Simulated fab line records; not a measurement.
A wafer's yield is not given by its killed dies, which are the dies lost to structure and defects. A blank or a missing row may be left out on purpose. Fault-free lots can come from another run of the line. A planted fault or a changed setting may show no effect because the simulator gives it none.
Struck lot and sound lot, side by side || flow n5-finfet || 16 out of 1938 route steps
Sound: these wafers, L917.1, L917.2, L917.6. Struck: wafers L911.1, L911.5 (left out: L911.3, a lot-mate that was not struck); the cause follows at the end.
Each step with rows lists, per side, the tool, then ch with its chambers, then its first start. Under that, the readings that differ: sound wafers || struck wafers || difference of the means || sigmas: that difference in standard deviations of wafers without a fault.
alike: words and numbers the same on both sides, and readings whose means are apart by under 2 such deviations; not compared: readings that were withheld, readings missing a value for some wafer, numbers with overlapping values and no deviation given by the record, and bounds like >300 which may hide the same value.
Wherever a step has rows on one side only, a row that says differs or no value, or a row with sigmas, the two part there. Non-overlapping numbers with no deviation appear without sigmas and do not part them. Lack of a reading on every wafer of one side parts them only where that side has two or more wafers.

N5_BEOL_M3_CMP_52: polishes, stops on SiOC, t overpolish 6.8 s, target thk 40 nm.
  sound on cmp-02 ch 2,3, day 13 18:16; struck on cmp-01 ch 3, day 11 10:44
  alike: barrier-field-endpoint-s, motor-current-A, overpolish-run-s, time-to-endpoint-s
N5_BEOL_M3_THK_MEAS_53: measures by xrf.
  sound on film-metro-01, day 13 18:31; struck on film-metro-02, day 11 11:02
  alike: M3_THK
then, 1 step without rows for these wafers: N5_BEOL_M3_PRE_CLEAN_60 (time 15 s).
N5_BEOL_M3_CO_CAP_55: material Co, precursor CCTBA/H2, target thk 2 nm, time 102.1 s.
  sound on cvd-co-01 ch 1,2, day 13 18:44; struck on cvd-co-01 ch 0,1, day 11 11:07
{"reading": "susceptor-temp-C (C)", "sound": "199.94 200.42 200.13", "struck": "199.82 199.82", "difference": -0.34, "sigmas": -2}
  alike: heater-power-w
then, 2 steps without rows for these wafers: N5_BEOL_M3_PRE_CLEAN_56 (time 15 s); N5_BEOL_M3_DEP_57 (deposits SiCN from 3MS/NH3, target thk 8 nm, time 14 s).
N5_BEOL_M3_RS_MEAS_58: measures by four-point-probe.
  sound on film-metro-01, day 13 18:55; struck on film-metro-02, day 11 11:17
  alike: M3_RS
N5_BEOL_M3_INSPECT_59: inspects for defects (darkfield).
  sound on defect-inspect-01, day 13 18:56; struck on defect-inspect-02, day 11 11:19
  alike: raw-defect-count
N5_BEOL_M4_ILD_DEP_00: deposits SiOC from DEMS/O2, target thk 79 nm, time 15.3 s.
  sound on pecvd-04 ch 0,1,2, day 13 18:59; struck on pecvd-02 ch 1,2, day 11 11:22
  alike: heater-power-w, showerhead-plenum-p-Torr, susceptor-temp-C, throttle-valve-pct
N5_BEOL_M4_THK_MEAS_01:
  sound on film-metro-01, day 13 19:03; struck on film-metro-01, day 11 11:26
  alike: M4_ILD_THK
N5_BEOL_M4_PECVD_72: deposits SiO2 from TEOS/O2, target thk 16 nm, time 18 s.
  sound on pecvd-03 ch 0,2, day 13 19:05; struck on pecvd-02 ch 0,2, day 11 11:28
  alike: heater-power-w, showerhead-plenum-p-Torr, susceptor-temp-C, throttle-valve-pct
N5_BEOL_M4_HM_DEP_02: deposits TiN, target thk 20 nm.
  sound on pvd-sputter-03, day 13 19:43; struck on pvd-sputter-01, day 11 11:33
{"reading": "susceptor-temp-C (C)", "sound": "25.16 25.00 25.18", "struck": "24.95 24.85", "difference": -0.21, "sigmas": -2}
  alike: throttle-valve-pct
N5_BEOL_M4_COAT_61: time 60 s, resist thk 60 nm.
  sound on litho-track-01 ch 0, day 13 19:50; struck on litho-track-02 ch 0, day 11 11:40
{"reading": "heater-power-total-W (W)", "sound": "502.5 502.3 498.7", "struck": "667.7 667.4", "difference": "+166.4", "sigmas": "+88"}
{"reading": "run-length-s (s)", "sound": "65.84 65.81 65.80", "struck": "43.89 43.79", "difference": -21.98, "sigmas": -92}
  alike: spin-speed-rpm
  not compared: model.SOC_of_BEOL_M4_COAT_61.thk-nm
then, 1 step without rows for these wafers: N5_BEOL_M4_COAT_62 (time 60 s, resist thk 12 nm).
N5_BEOL_M4_RC_MEAS_101:
  sound on prober-02 ch 0, day 15 02:09; struck on prober-02 ch 0, day 12 23:48
  alike: DIBL_N, DIBL_P, IOFF_N, IOFF_P, ION_N, ION_P, SS_N, SS_P, VT_N, VT_P
-- here the record skips 4 days between the struck wafers' starts before and after, leaving off in module BEOL_M4 and picking up in module PASSIVATION (first step shown: number 1936 of the route) --
N5_PASSIVATION_PROBE_49:
  rows exist in the record for the struck wafers here (prober-02, day 17 09:55), but not for the sound ones

## WHERE THEY PART
First at N5_BEOL_M3_CO_CAP_55; last, within this record, at N5_PASSIVATION_PROBE_49.

WHY: what had been put in by the simulator
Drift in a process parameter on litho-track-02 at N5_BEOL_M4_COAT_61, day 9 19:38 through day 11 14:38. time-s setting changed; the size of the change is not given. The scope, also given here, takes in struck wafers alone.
